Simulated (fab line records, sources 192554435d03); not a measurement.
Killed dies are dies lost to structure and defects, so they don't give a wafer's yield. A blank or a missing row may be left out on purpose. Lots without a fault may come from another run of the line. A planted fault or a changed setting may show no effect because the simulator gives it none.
Chamber matching | flow n5_finfet | N5_BEOL_M3_VIA_ETCH_34 on rie_diel-06: 4 sister chambers
The step etches the open film in C4F6/O2, target depth 69.4 nm, time 65.9 s. 4 wafers are shown with their chamber, then 9 later ones without.

WAFERS WITH THEIR CHAMBER
wafer  | chamber | rf_vpp_V (V)
L084.5 | 3       | 679
L088.3 | 2       | 636
L088.5 | 1       | 661
L088.6 | 0       | 648

WAFERS WITHOUT THEIR CHAMBER
wafer  | rf_vpp_V (V)
L089.2 | 660
L089.4 | 648
L089.6 | 648
L087.2 | 647
L087.3 | 678
L087.5 | 648
L092.1 | 678
L092.4 | 660
L092.6 | 648

WHICH CHAMBER EACH WENT THROUGH
wafer  | from the rows above | in truth
L089.2 | 1                   | 1
L089.4 | 0                   | 0
L089.6 | 0                   | 0
L087.2 | 0                   | 0
L087.3 | 3                   | 3
L087.5 | 0                   | 0
L092.1 | 3                   | 3
L092.4 | 1                   | 1
L092.6 | 0                   | 0
Placed correctly: 9 of 9. Can't be placed from these rows: 0. Placed wrongly: 0.
How it was worked out, from the rows above alone: a wafer's distance from a chamber is the root of the sum, over the readings, of the square of ((its reading less the chamber's mean) divided by the reading's scatter). The wafer belongs to the nearest chamber; if the next one is less than 2 further off, it can't be placed. A chamber's mean is the mean of its shown wafers. The scatter: with one shown wafer a chamber, the root of the mean of the squares of how far each hidden wafer lies from its nearest shown one.
